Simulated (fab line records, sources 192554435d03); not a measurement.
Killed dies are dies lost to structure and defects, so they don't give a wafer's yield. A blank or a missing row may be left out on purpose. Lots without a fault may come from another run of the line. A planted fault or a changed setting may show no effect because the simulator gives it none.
Which tool did it? | flow n5_finfet | 12 lots, 36 wafers sampled, at 1 step of a route of 1938

WHAT THE GAUGES READ, wafer by wafer
N5_BEOL_M10_CD_MEAS_28: target cd 70 nm.
lot  | measured     | on        | cd_nm (nm)
L075 | day 10 00:58 | cd_sem-01 | 70.9 70.5 70.0
L077 | day 10 16:01 | cd_sem-02 | 70.4 70.0 68.7
L079 | day 11 05:30 | cd_sem-02 | 70.5 69.7 70.2
L081 | day 11 21:53 | cd_sem-01 | 70.3 71.8 71.3
L082 | day 12 08:00 | cd_sem-02 | 70.9 70.5 70.9
L084 | day 12 16:43 | cd_sem-02 | 72.0 68.3 70.3
L087 | day 13 07:50 | cd_sem-02 | 70.3 70.4 69.8
L089 | day 13 09:35 | cd_sem-01 | 70.5 69.6 70.4
L091 | day 14 05:23 | cd_sem-01 | 69.9 67.4 70.2
L095 | day 15 06:12 | cd_sem-03 | 72.3 72.6 72.9
L093 | day 15 09:03 | cd_sem-03 | 72.2 71.0 70.7
L097 | day 15 22:05 | cd_sem-03 | 70.8 68.0 69.1

WHICH TOOL RAN EACH LOT (tool, then ch and the chambers of the sampled wafers, then the start)
The record holds no process step before these readings.

THE ANSWER, worked out from the rows above alone
Rule: what is usual is taken from the lots themselves. Put in order of their means at a reading, lots are off if they are a third of the lots or fewer, leave a main group of 4 or more, and stand apart from it by a gap of 3 or more times the standard deviation of the main group's means; of several such gaps the widest counts. A main group whose means are all the same, to the digits that the tables above print for the reading, isn't used. A lot without any number at a reading at which 4 lots or more have one is off too. The other lots that the step has rows for count as sound.
No lot is off at any reading shown: from this, nothing can be told.

WHAT THE SIMULATOR HAD PUT IN
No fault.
